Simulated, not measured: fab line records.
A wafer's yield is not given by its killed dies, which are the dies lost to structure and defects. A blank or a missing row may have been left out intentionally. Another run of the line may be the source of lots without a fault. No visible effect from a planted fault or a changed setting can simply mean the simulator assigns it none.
Struck lot and sound lot, side by side -- flow nand_harc -- 14 steps out of a route of 1302
Sound: the wafers L393.2, L393.5, L393.6. Struck: wafers L397.1, L397.2, L397.3. Last of all comes the cause.
Per side, at each step with rows, come the tool, then ch with its chambers, and then its first start. Under that, the readings that differ: sound wafers -- struck wafers -- difference of the means -- sigmas: that difference in standard deviations of wafers without a fault.
alike: readings whose means differ by less than 2 such deviations, and words and numbers that are the same on both sides. not compared: withheld readings, readings that some wafer has no value for, bounds like >300 that may hide the same value, and numbers for which the record gives no deviation and whose values overlap.
Wherever a step has rows on one side only, a row that says differs or no value, or a row with sigmas, the two part there. Non-overlapping numbers with no deviation appear without sigmas and do not part them. A reading that every wafer of one side lacks parts them only if that side has two wafers or more.

first, 8 steps without rows for these wafers: NHARC_A_STAIRCASE_HMDS_159 (time 30 s); NHARC_A_STAIRCASE_COAT_160; NHARC_A_STAIRCASE_SOFTBAKE_161 (time 170 s); NHARC_A_STAIRCASE_EBR_162; NHARC_A_STAIRCASE_EXPOSE_163 (exposes mask STAIR OPEN); NHARC_A_STAIRCASE_PEB_164 (peb time 130 s); NHARC_A_STAIRCASE_DEVELOP_165 (time 140 s); NHARC_A_STAIRCASE_HARDBAKE_167 (time 140 s).
NHARC_A_STAIRCASE_DESCUM_168: chemistry O2, time 3 s.
  sound on rie_diel-05 ch 1,2, day 17 21:07; struck on rie_diel-05 ch 1,2,3, day 19 20:50
  alike: chamber_pressure_mTorr, drypump_motor_current_A, oes_product_au, rf_vpp_V, showerhead_plenum_p_Torr, throttle_valve_pct
  not compared: rf_hours_counter_h
NHARC_A_STAIRCASE_ETCH_169: etches the open film in CH3F/O2, target depth 50 nm, time 107.1 s.
  sound on rie_diel-05 ch 0,1, day 17 21:15; struck on rie_diel-05 ch 0,1,3, day 19 20:58
  alike: bias_w, chamber_pressure_mTorr, drypump_motor_current_A, oes_product_au, rf_vpp_V, showerhead_plenum_p_Torr, throttle_valve_pct
  not compared: rf_hours_counter_h
NHARC_A_STAIRCASE_ETCH_170: etches the open film in C4F6/O2, target depth 200 nm, time 66.667 s.
  sound on rie_diel-05 ch 1,2; struck on rie_diel-05 ch 0,2,3
  alike: bias_w, chamber_pressure_mTorr, drypump_motor_current_A, oes_product_au, rf_vpp_V, showerhead_plenum_p_Torr, throttle_valve_pct
  not compared: rf_hours_counter_h
NHARC_A_STAIRCASE_STRIP_171: strips in O2.
  sound on plasma_asher-02 ch 0,1, day 17 21:32; struck on plasma_asher-01 ch 0,1, day 19 21:12
  no value came back on the struck wafers for drypump_motor_current_A (A), heater_power_w (W); on the sound wafers drypump_motor_current_A (A) reads 5.52 5.96 5.53
  not compared: rf_hours_counter_h
then, 1 step without rows for these wafers: NHARC_A_STAIRCASE_STRIP_172 (strips in SPM, time 900 s).
-- record jumps: 9 days between struck wafers' starts before vs after; left off in module A_STAIRCASE, resumes in module END, first step shown is number 1302 of the route --
NHARC_END_SORT_01:
  sound on prober-01 ch 0, day 27 04:06; struck on prober-02 ch 0, day 28 14:03
reading,sound,struck,difference,sigmas
killed_at_array,30 42 32,102 93 82,+58,+3
killed_dies,36 43 37,105 95 85,+56,+3
  alike: killed_at_other, killed_at_periphery, killed_open, killed_short

## WHERE THEY PART
Earliest at NHARC_A_STAIRCASE_STRIP_171; latest, in this record, at NHARC_END_SORT_01.

WHY: what had been put in by the simulator
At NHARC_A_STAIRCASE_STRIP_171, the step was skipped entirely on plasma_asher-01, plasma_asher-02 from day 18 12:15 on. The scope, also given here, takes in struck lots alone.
